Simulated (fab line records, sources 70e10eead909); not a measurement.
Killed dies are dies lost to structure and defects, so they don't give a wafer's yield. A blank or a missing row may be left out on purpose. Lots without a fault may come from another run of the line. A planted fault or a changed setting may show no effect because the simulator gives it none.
Which tool did it? | flow nand_harc | 11 lots, 33 wafers sampled, at 5 steps of a route of 1159

WHAT THE GAUGES READ, wafer by wafer
NHARC_END_SORT_01.
lot  | measured     | on        | killed_at_array
L858 | day 19 09:50 | prober-02 | 25 35 22
L862 | day 19 21:44 | prober-02 | 28 29 17
L864 | day 21 03:25 | prober-01 | 24 25 25
L865 | day 21 11:08 | prober-01 | 20 14 32
L867 | day 21 13:59 | prober-02 | 16 27 21
L866 | day 21 21:49 | prober-02 | 33 30 32
L870 | day 22 04:27 | prober-01 | 20 24 20
L871 | day 22 07:11 | prober-02 | 25 29 25
L872 | day 23 01:43 | prober-02 | 26 36 18
L874 | day 23 11:49 | prober-01 | 40 30 38
L880 | day 24 18:07 | prober-02 | 32 32 24

WHICH TOOL RAN EACH LOT (tool, then ch and the chambers of the sampled wafers, then the start)
lot  | NHARC_A_CONTACT_DESCUM_13          | NHARC_A_CONTACT_ETCH_136             | NHARC_A_CONTACT_ETCH_92            | NHARC_A_CONTACT_ETCH_110
L858 | rie_diel-10 ch 0,3, day 17 02:22   | har_cap_etch-01 ch 0,1, day 17 05:39 | rie_diel-13 ch 0,1, day 17 06:24   | rie_diel-12 ch 0,2,3, day 17 06:59
L862 | rie_diel-13 ch 0,3, day 17 11:01   | har_cap_etch-01 ch 0,1, day 17 12:20 | rie_diel-12 ch 1,2,3, day 17 13:08 | rie_diel-12 ch 2,3, day 17 14:04
L864 | rie_diel-12 ch 0,2,3, day 18 17:12 | har_cap_etch-01 ch 0,1, day 18 18:36 | rie_diel-10 ch 0,2, day 18 19:35   | rie_diel-10 ch 0,2,3, day 18 20:08
L865 | rie_diel-10 ch 0,2, day 18 22:26   | har_cap_etch-01 ch 0,1, day 18 23:57 | rie_diel-12 ch 2,3, day 19 00:44   | rie_diel-12 ch 0,3, day 19 01:26
L867 | rie_diel-10 ch 2,3, day 19 01:58   | har_cap_etch-01 ch 0,1, day 19 04:40 | rie_diel-12 ch 0,2,3, day 19 05:28 | rie_diel-12 ch 1,3, day 19 06:00
L866 | rie_diel-12 ch 0,1, day 19 08:14   | har_cap_etch-01 ch 0, day 19 09:34   | rie_diel-10 ch 0,2,3, day 19 10:21 | rie_diel-13 ch 0,2, day 19 11:05
L870 | rie_diel-12 ch 0,1,2, day 19 21:24 | har_cap_etch-01 ch 0,1, day 19 22:43 | rie_diel-12 ch 0,1, day 19 23:28   | rie_diel-12 ch 1,3, day 20 00:11
L871 | rie_diel-12 ch 1,2,3, day 19 23:54 | har_cap_etch-01 ch 0,1, day 20 01:46 | rie_diel-12 ch 1,2, day 20 02:31   | rie_diel-12 ch 0,3, day 20 03:07
L872 | rie_diel-12 ch 0,1,3, day 20 17:30 | har_cap_etch-02 ch 0,1, day 20 18:50 | rie_diel-12 ch 1,2,3, day 20 19:37 | rie_diel-12 ch 0,2,3, day 20 20:08
L874 | rie_diel-12 ch 0,2, day 20 20:12   | har_cap_etch-03 ch 0,1, day 20 21:38 | rie_diel-10 ch 0,1,3, day 20 22:25 | rie_diel-13 ch 2,3, day 20 22:55
L880 | rie_diel-13 ch 0,1,2, day 22 15:44 | har_cap_etch-03 ch 0,1, day 22 17:13 | rie_diel-13 ch 0,2,3, day 22 17:59 | rie_diel-12 ch 0,2, day 22 18:57
- NHARC_A_CONTACT_DESCUM_13: chemistry O2, time 3 s.
- NHARC_A_CONTACT_ETCH_136: etches the open film in C4F8/O2/Ar, time 132 s, target depth 1287 nm.
- NHARC_A_CONTACT_ETCH_92: etches the open film in CH3F/O2, target depth 40 nm, time 85.7 s.
- NHARC_A_CONTACT_ETCH_110: etches the open film in CF4/O2, target depth 50 nm, overetch 5 nm, time 27.5 s.

THE ANSWER, worked out from the rows above alone
Rule: what is usual is taken from the lots themselves. Put in order of their means at a reading, lots are off if they are a third of the lots or fewer, leave a main group of 4 or more, and stand apart from it by a gap of 3 or more times the standard deviation of the main group's means; of several such gaps the widest counts. A main group whose means are all the same, to the digits that the tables above print for the reading, isn't used. A lot without any number at a reading at which 4 lots or more have one is off too. The other lots that the step has rows for count as sound.
No lot is off at any reading shown: from this, nothing can be told.

WHAT THE SIMULATOR HAD PUT IN
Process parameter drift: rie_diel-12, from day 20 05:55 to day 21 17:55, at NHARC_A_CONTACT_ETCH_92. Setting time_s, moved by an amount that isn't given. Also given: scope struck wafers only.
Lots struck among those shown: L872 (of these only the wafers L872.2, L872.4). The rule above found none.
